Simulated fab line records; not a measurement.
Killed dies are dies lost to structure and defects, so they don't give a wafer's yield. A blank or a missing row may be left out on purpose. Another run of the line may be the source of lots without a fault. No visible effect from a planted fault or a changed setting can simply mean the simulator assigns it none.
Chamber matching + flow nand_harc + NHARC_A_SGD_CUT_ETCH_58 on rie_diel-07 has 4 sister chambers
The step etches the open film in CF4, target depth 39 nm, time 65 s. 8 wafers are shown with their chamber, then 9 later ones without.

== WAFERS PAIRED WITH THEIR CHAMBERS ==
| wafer  | chamber | oes_product_au (a.u.) | rf_vpp_V (V) |
|--------|---------|-----------------------|--------------|
| L076.3 | 1       | 0.989                 | 149.9        |
| L076.5 | 1       | 0.989                 | 150.5        |
| L080.3 | 0       | 1.010                 | 152.1        |
| L083.1 | 0       | 0.998                 | 152.5        |
| L083.2 | 2       | 1.012                 | 151.7        |
| L085.2 | 3       | 1.011                 | 150.9        |
| L085.5 | 3       | 1.014                 | 151.4        |
| L085.6 | 2       | 1.002                 | 149.2        |

== WAFERS WITH NO CHAMBER GIVEN ==
| wafer  | oes_product_au (a.u.) | rf_vpp_V (V) |
|--------|-----------------------|--------------|
| L087.1 | 0.996                 | 150.5        |
| L087.2 | 1.022                 | 150.5        |
| L087.3 | 1.011                 | 152.0        |
| L093.1 | 0.992                 | 149.4        |
| L093.3 | 0.973                 | 151.0        |
| L093.4 | 1.003                 | 149.9        |
| L097.1 | 1.009                 | 151.8        |
| L097.3 | 0.977                 | 151.0        |
| L097.4 | 0.996                 | 150.3        |

== EACH ONE'S CHAMBER ==
| wafer  | from the rows above               | in truth                   |
|--------|-----------------------------------|----------------------------|
| L087.1 | can't be placed: 1 or 2 or 0 or 3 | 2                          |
| L087.2 | can't be placed: 3 or 2 or 0      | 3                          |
| L087.3 | can't be placed: 3 or 0 or 2      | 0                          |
| L093.1 | can't be placed: 1 or 2           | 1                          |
| L093.3 | 1                                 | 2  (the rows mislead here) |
| L093.4 | can't be placed: 2 or 3 or 1 or 0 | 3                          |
| L097.1 | can't be placed: 3 or 0 or 2      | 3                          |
| L097.3 | 1                                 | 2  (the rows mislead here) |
| L097.4 | can't be placed: 1 or 2 or 0 or 3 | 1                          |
Correctly placed: 0 of 9. From these rows, 7 cannot be placed; in 7 the true chamber is one of the candidates. Wrongly placed: 2.
How it was worked out, from the rows above alone: a wafer's distance from a chamber is the root of the sum, over the readings, of the square of ((its reading less the chamber's mean) divided by the reading's scatter). The wafer belongs to the nearest chamber; if the next one is less than 2 further off, it can't be placed. For every chamber, the mean is computed from those of its wafers that are shown. The scatter: take each reading less its chamber's mean, square it, sum over the shown wafers, divide by the number of wafers less the number of chambers, and take the root.
